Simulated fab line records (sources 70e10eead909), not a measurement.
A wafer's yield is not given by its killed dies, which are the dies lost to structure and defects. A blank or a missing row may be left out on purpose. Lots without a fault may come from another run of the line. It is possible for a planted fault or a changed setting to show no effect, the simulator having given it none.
fab line records ; flow nandHarc ; part 2 of 2: steps 5 to 6 of 6
record lots=20; wafers=60; lastDay=26
route steps=1159 shown P_STI@88 P_GATE@144 P_M0@267 A_STAIRCASE@559
lots with no fault: from the same line, run without faults
startH: start of the lot's first displayed wafer, in hours after the record's first day ; waitH: how many hours have passed since the lot's step before this one ; " unchanged from the row above ; L1.1+2: a single row standing in for several wafers ; - no value, or no start given ; * or withheld: withheld ; < > ~ a bound
route shown NAME@n: names a module that has steps shown in the file, with the first one's number in the route ; usual: average and standard deviation across the fault-free wafers ; same: alike in all rows ; chamber/n: place in a boat ; sites: readings site by site ; _std_site: the values' standard deviation ; _edge_site: outer sites' mean less inner sites' ; radiusMm: for every site, how far away it sits from the centre of the wafer ; mask NAME#n: copy n ; behind: tool/chamber where the wafer was last shaped ; hold: why the lot was held/for how many hours/how that ended ; device: which transistor (n, p or np) failed to switch ; end of line: at the end of the route, the tests of the same wafers ; a step given without rows: its recipe and nothing more ; killed: not the wafer's yield, but the dies lost to structure and defects at the first sort ; map: a wafer's dies, x killed, . not, _ none there
set.NAME: the setting that was run; set.NAME@STEP: the one run at that earlier step ; model.NAME: the simulator's own value behind a step, which no gauge read
a sample of lots followed through the steps of the route, with each step as a table and each wafer as a row
services: when a tool's chamber went out of use (startH, in hours from the record's first day, below 0 if earlier), for how many hours, and the reason
## steps
# step NHARC_A_STAIRCASE_TRIM_22
# recipe timeS=211.2; o2FlowSccm=500; arFlowSccm=0; biasW=0; chemistry=O2
# usual drypumpMotorCurrentA=5.9/0.43; oesProductAu=1.004/0.011; rfVppV=57.8/0.91; showerheadPlenumPTorr=3.58/0.13; throttleValvePct=17.036/0.0088
lot.wafer;tool;chamber;startH;waitH;drypumpMotorCurrentA;oesProductAu;rfHoursCounterH;rfVppV;showerheadPlenumPTorr;throttleValvePct
L074.3;rieDiel-07;2;-;-;6.0;1.022;1;58.2;3.70;17.034
L074.1;rieDiel-07;3;-;-;5.6;0.997;1;58.6;3.77;17.044
L074.6;rieDiel-07;1;-;-;4.8;1.007;-;57.8;3.44;17.043
L075.3;rieDiel-11;2;-;-;5.5;0.997;20;57.8;3.30;17.027
L075.4;rieDiel-11;3;-;-;6.6;1.006;20;58.5;3.62;17.025
L075.5;rieDiel-11;2;-;-;5.5;0.996;-;58.0;3.30;17.042
L078.3;rieDiel-12;0;-;-;5.7;1.018;20;58.0;3.51;17.039
L078.1;rieDiel-12;2;-;-;6.2;1.001;17;57.7;3.71;17.032
L078.5;rieDiel-12;2;-;-;6.2;1.001;-;57.2;3.71;17.050
L077.3;rieDiel-07;0;-;-;6.6;0.994;7;56.4;3.42;17.027
L077.5;rieDiel-07;1;-;-;4.7;1.006;-;56.8;3.44;17.037
L077.6;rieDiel-07;2;-;-;6.0;1.013;-;56.6;3.69;17.027
L079.4;rieDiel-12;1;-;-;5.9;1.005;21;58.5;3.63;17.045
L079.2;rieDiel-12;2;-;-;6.3;0.994;19;57.0;3.71;17.027
L079.3;rieDiel-12;3;-;-;6.0;1.002;20;57.9;3.63;17.033
L082.3;rieDiel-11;1;-;-;5.5;1.000;28;59.7;3.68;17.044
L082.6;rieDiel-11;3;-;-;6.6;1.012;-;57.6;3.62;17.023
L082.5;rieDiel-11;0;-;-;5.8;1.007;-;58.0;3.57;17.022
L083.3;rieDiel-11;0;-;-;5.8;1.018;34;57.6;3.57;17.047
L083.1;rieDiel-11;1;-;-;5.5;0.989;34;57.7;3.68;17.030
L083.5;rieDiel-11;2;-;-;5.5;1.014;-;57.4;3.29;17.052
L081.4;rieDiel-11;3;-;-;6.6;1.004;35;56.9;3.61;17.031
L081.5;rieDiel-11;0;-;-;5.8;1.007;-;56.9;3.57;17.023
L081.6;rieDiel-11;1;-;-;5.5;0.995;-;57.6;3.68;17.033
L084.1;rieDiel-11;1;-;-;5.5;0.996;37;59.5;3.68;17.032
L084.3;rieDiel-11;2;-;-;5.5;1.006;37;57.5;3.29;17.022
L084.6;rieDiel-11;2;-;-;5.5;1.003;-;56.3;3.29;17.032
L086.3;rieDiel-12;2;-;-;6.2;0.986;33;58.2;3.70;17.042
L086.4;rieDiel-12;3;-;-;6.0;1.017;35;57.6;3.62;17.028
L086.2;rieDiel-12;0;-;-;5.7;1.016;39;57.8;3.49;17.046
L087.1;rieDiel-07;3;-;-;5.6;1.002;26;58.6;3.76;17.028
L087.3;rieDiel-07;1;-;-;4.7;1.006;29;56.4;3.43;17.052
L087.5;rieDiel-07;3;-;-;5.6;1.007;-;57.7;3.76;17.028
L088.1;rieDiel-11;1;-;-;5.5;0.980;49;57.6;3.67;17.042
L088.2;rieDiel-11;3;-;-;6.6;1.005;46;57.8;3.61;17.047
L088.6;rieDiel-11;1;-;-;5.5;0.994;-;58.8;3.67;17.022
L089.2;rieDiel-12;0;-;-;5.7;1.025;44;57.1;3.49;17.034
L089.1;rieDiel-12;2;-;-;6.2;0.990;38;60.3;3.70;17.038
L089.5;rieDiel-12;1;-;-;5.9;1.010;-;58.4;3.62;17.034
L090.3;rieDiel-07;0;-;-;6.7;0.979;38;58.9;3.40;17.024
L090.1;rieDiel-07;2;-;-;6.0;0.997;34;57.9;3.68;17.042
L090.6;rieDiel-07;0;-;-;6.7;0.984;-;56.0;3.40;17.040
L091.3;rieDiel-11;0;-;-;5.8;1.014;55;59.1;3.56;17.041
L091.4;rieDiel-11;2;-;-;5.5;1.021;55;57.4;3.28;17.043
L091.5;rieDiel-11;1;-;-;5.5;0.992;-;58.8;3.67;17.040
L092.3;rieDiel-12;0;-;-;5.7;1.022;52;56.3;3.49;17.040
L092.2;rieDiel-12;1;-;-;5.9;1.002;51;57.4;3.62;17.050
L092.5;rieDiel-12;3;-;-;6.0;1.005;-;58.8;3.61;17.035
L095.1;rieDiel-07;3;-;-;5.6;1.011;39;58.4;3.75;17.047
L095.4;rieDiel-07;0;-;-;6.7;1.002;44;57.0;3.40;17.041
L095.2;rieDiel-07;1;-;-;4.7;1.017;44;58.3;3.42;17.035
L093.4;rieDiel-12;2;-;-;6.3;0.995;48;56.7;3.69;17.040
L093.5;rieDiel-12;1;-;-;5.9;1.017;-;57.1;3.62;17.041
L093.6;rieDiel-12;2;-;-;6.2;0.997;-;57.2;3.69;17.026
L096.3;rieDiel-12;3;-;-;6.0;0.999;55;55.8;3.61;17.042
L096.6;rieDiel-12;3;-;-;6.0;0.990;-;57.8;3.61;17.027
L096.5;rieDiel-12;0;-;-;5.7;1.011;-;57.9;3.48;17.036
L097.1;rieDiel-11;3;-;-;6.6;1.012;8;58.6;3.60;17.034
L097.2;rieDiel-11;0;-;-;5.8;1.004;10;56.3;3.55;17.031
L097.6;rieDiel-11;3;-;-;6.6;1.013;-;57.7;3.60;17.045
# step NHARC_A_STAIRCASE_TRIM_191
# recipe timeS=211.2; o2FlowSccm=500; arFlowSccm=0; biasW=0; chemistry=O2
# usual drypumpMotorCurrentA=5.8/0.53; oesProductAu=1.002/0.011; rfVppV=58.0/0.86; showerheadPlenumPTorr=3.56/0.14; throttleValvePct=17.037/0.0086
lot.wafer;tool;chamber;startH;waitH;drypumpMotorCurrentA;oesProductAu;rfHoursCounterH;rfVppV;showerheadPlenumPTorr;throttleValvePct
L074.3;rieDiel-07;2;-;-;6.0;1.022;1;58.6;3.70;17.032
L074.1;rieDiel-07;3;-;-;5.6;1.010;1;60.2;3.78;17.044
L074.6;rieDiel-07;1;-;-;4.8;1.000;-;55.8;3.44;17.038
L075.4;rieDiel-07;0;-;-;6.7;0.997;5;57.2;3.42;17.033
L075.3;rieDiel-07;1;-;-;4.8;1.021;5;57.0;3.44;17.031
L075.5;rieDiel-07;0;-;-;6.7;1.004;-;58.0;3.42;17.026
L077.3;rieDiel-07;0;-;-;6.7;1.004;8;56.7;3.42;17.032
L077.6;rieDiel-07;0;-;-;6.7;0.996;-;57.8;3.42;17.034
L077.5;rieDiel-07;1;-;-;4.8;1.015;-;56.9;3.44;17.043
L078.3;rieDiel-07;0;-;-;6.7;0.985;8;58.0;3.42;17.043
L078.1;rieDiel-07;1;-;-;4.7;0.999;8;56.1;3.44;17.041
L078.5;rieDiel-07;0;-;-;6.7;0.980;-;57.6;3.42;17.042
L079.2;rieDiel-12;1;-;-;5.9;1.005;23;59.2;3.63;17.034
L079.3;rieDiel-12;2;-;-;6.2;0.999;20;59.4;3.71;17.029
L079.4;rieDiel-12;0;-;-;5.7;1.031;24;58.7;3.50;17.050
L082.3;rieDiel-07;2;-;-;6.0;0.988;14;56.7;3.69;17.024
L082.5;rieDiel-07;3;-;-;5.5;0.996;-;59.1;3.77;17.053
L082.6;rieDiel-07;0;-;-;6.7;0.997;-;57.9;3.41;17.023
L083.3;rieDiel-12;1;-;-;5.9;0.999;31;59.2;3.63;17.035
L083.1;rieDiel-12;2;-;-;6.3;0.994;27;58.3;3.70;17.040
L083.5;rieDiel-12;0;-;-;5.7;1.008;-;59.5;3.50;17.035
L081.4;rieDiel-11;3;-;-;6.6;1.011;36;58.5;3.61;17.037
L081.6;rieDiel-11;3;-;-;6.6;1.007;-;58.2;3.61;17.036
L081.5;rieDiel-11;0;-;-;5.8;1.018;-;58.0;3.57;17.031
L084.3;rieDiel-12;1;-;-;5.9;0.988;34;57.9;3.63;17.030
L084.1;rieDiel-12;3;-;-;6.0;1.004;31;57.0;3.62;17.021
L084.6;rieDiel-12;0;-;-;5.7;1.015;-;57.1;3.50;17.046
L086.3;rieDiel-11;2;-;-;5.5;1.007;45;58.4;3.29;17.051
L086.2;rieDiel-11;0;-;-;5.8;1.014;45;57.4;3.56;17.021
L086.4;rieDiel-11;1;-;-;5.5;0.982;44;58.2;3.67;17.028
L087.1;rieDiel-11;1;-;-;5.5;0.982;44;57.8;3.67;17.039
L087.3;rieDiel-11;3;-;-;6.6;1.008;41;58.8;3.61;17.042
L087.5;rieDiel-11;1;-;-;5.5;0.984;-;58.6;3.67;17.041
L089.1;rieDiel-12;1;-;-;5.9;0.998;43;59.4;3.62;17.037
L089.2;rieDiel-12;3;-;-;6.0;1.003;41;58.0;3.61;17.029
L089.5;rieDiel-12;1;-;-;5.9;0.991;-;57.7;3.62;17.045
L088.1;rieDiel-07;3;-;-;5.6;0.991;31;57.6;3.76;17.045
L088.2;rieDiel-07;1;-;-;4.8;1.004;36;58.3;3.42;17.035
L088.6;rieDiel-07;3;-;-;5.6;1.001;-;58.6;3.76;17.039
L090.1;rieDiel-11;3;-;-;6.6;0.999;50;58.3;3.60;17.030
L090.3;rieDiel-11;0;-;-;5.9;1.006;54;58.5;3.56;17.041
L090.6;rieDiel-11;3;-;-;6.6;1.001;-;56.7;3.60;17.048
L091.4;rieDiel-11;2;-;-;5.5;1.010;56;57.5;3.28;17.032
L091.3;rieDiel-11;3;-;-;6.6;0.997;52;57.9;3.60;17.034
L091.5;rieDiel-11;1;-;-;5.5;0.987;-;58.8;3.67;17.049
L092.2;rieDiel-11;2;-;-;5.5;1.015;62;57.5;3.28;17.056
L092.3;rieDiel-11;3;-;-;6.6;1.003;55;57.6;3.60;17.021
L092.5;rieDiel-11;1;-;-;5.5;0.986;-;58.7;3.66;17.042
L095.1;rieDiel-07;2;-;-;6.0;1.009;40;58.2;3.67;17.037
L095.2;rieDiel-07;3;-;-;5.5;1.010;40;58.2;3.75;17.027
L095.4;rieDiel-07;0;-;-;6.7;0.996;45;57.5;3.40;17.040
L093.4;rieDiel-12;1;-;-;5.9;1.003;54;57.2;3.62;17.049
L093.5;rieDiel-12;0;-;-;5.7;1.007;-;59.0;3.49;17.037
L093.6;rieDiel-12;1;-;-;5.9;1.000;-;59.3;3.62;17.044
L096.3;rieDiel-12;1;-;-;5.9;1.006;58;57.7;3.61;17.037
L096.5;rieDiel-12;3;-;-;6.0;0.994;-;57.4;3.60;17.023
L096.6;rieDiel-12;0;-;-;5.7;1.012;-;58.7;3.48;17.029
L097.2;rieDiel-11;1;-;-;5.5;0.990;11;57.6;3.66;17.032
L097.1;rieDiel-11;3;-;-;6.6;1.020;9;56.9;3.59;17.043
L097.6;rieDiel-11;2;-;-;5.5;1.011;-;59.0;3.80;17.042
## services
tool;chamber;startH;hours;kind
rieDiel-11;-;12.54;9.0;pm
rieDiel-12;-;25.45;9.0;pm
rieDiel-07;-;51.26;9.0;pm
rieDiel-07;3;67.88;2.8;repair
rieDiel-07;2;80.06;34.2;repair
rieDiel-13;-;99.00;9.0;pm
rieDiel-07;1;102.82;16.8;repair
rieDiel-12;2;157.51;2.8;repair
rieDiel-12;1;169.21;14.6;repair
rieDiel-11;3;174.31;11.6;repair
rieDiel-11;1;181.20;9.2;repair
rieDiel-11;-;189.54;9.0;pm
rieDiel-07;3;199.25;7.7;repair
rieDiel-12;-;202.45;9.0;pm
rieDiel-13;0;225.81;19.4;repair
rieDiel-07;-;228.26;9.0;pm
rieDiel-12;3;258.47;5.0;repair
rieDiel-13;-;266.34;0.1;repair
rieDiel-13;-;276.00;9.0;pm
rieDiel-13;2;353.43;10.8;repair
rieDiel-11;0;353.65;4.1;repair
rieDiel-13;3;363.34;4.3;repair
rieDiel-11;-;366.67;9.0;pm
rieDiel-07;3;371.03;30.2;repair
